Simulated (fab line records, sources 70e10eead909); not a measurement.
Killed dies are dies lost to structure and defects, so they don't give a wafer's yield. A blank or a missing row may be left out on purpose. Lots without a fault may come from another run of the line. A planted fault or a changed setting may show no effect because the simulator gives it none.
Chamber matching | flow nand_harc | NHARC_A_M1_DEP_33 on pecvd-04: 3 sister chambers
The step deposits SiCN, target thk 30 nm. 20 wafers are shown with their chamber, then 10 later ones without.

WAFERS WITH THEIR CHAMBER
wafer  | chamber | heater_power_w (W)
L075.2 | 2       | 535
L075.4 | 2       | 557
L075.5 | 1       | 489
L079.1 | 0       | 547
L079.4 | 2       | 514
L079.5 | 0       | 546
L078.1 | 1       | 499
L078.3 | 2       | 483
L078.4 | 2       | 493
L081.2 | 2       | 593
L081.4 | 2       | 576
L081.6 | 0       | 641
L088.1 | 1       | 481
L088.3 | 0       | 624
L088.6 | 1       | 500
L086.2 | 2       | 597
L086.3 | 0       | 559
L086.5 | 1       | 447
L089.3 | 2       | 553
L089.5 | 2       | 557

SIGNATURES (means of the wafers above)
reading        | chamber 0 | chamber 1 | chamber 2 | scatter within a chamber
heater_power_w | 583.40    | 483.20    | 545.80    | 37.6
Rule: a wafer's distance from a chamber is the root of the sum, over the readings, of the square of ((its reading less the chamber's mean) divided by the reading's scatter). The wafer belongs to the nearest chamber; if the next one is less than 2 further off, it can't be placed. The scatter: the root of (the sum of the squares of (reading less its chamber's mean) over the shown wafers, divided by (wafers less chambers)).

WAFERS WITHOUT THEIR CHAMBER
wafer  | heater_power_w (W)
L089.6 | 485
L085.1 | 537
L085.2 | 601
L085.3 | 514
L093.1 | 495
L093.3 | 634
L093.5 | 455
L092.3 | 609
L092.5 | 510
L092.6 | 615

WHICH CHAMBER EACH WENT THROUGH
wafer  | from the rows above          | in truth
L089.6 | can't be placed: 1 or 2      | 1
L085.1 | can't be placed: 2 or 0 or 1 | 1
L085.2 | can't be placed: 0 or 2      | 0
L085.3 | can't be placed: 1 or 2 or 0 | 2
L093.1 | can't be placed: 1 or 2      | 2
L093.3 | can't be placed: 0 or 2      | 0
L093.5 | can't be placed: 1 or 2      | 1
L092.3 | can't be placed: 0 or 2      | 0
L092.5 | can't be placed: 1 or 2 or 0 | 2
L092.6 | can't be placed: 0 or 2      | 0
Placed correctly: 0 of 10. Can't be placed from these rows: 10 (the true chamber is among the candidates in 10). Placed wrongly: 0.
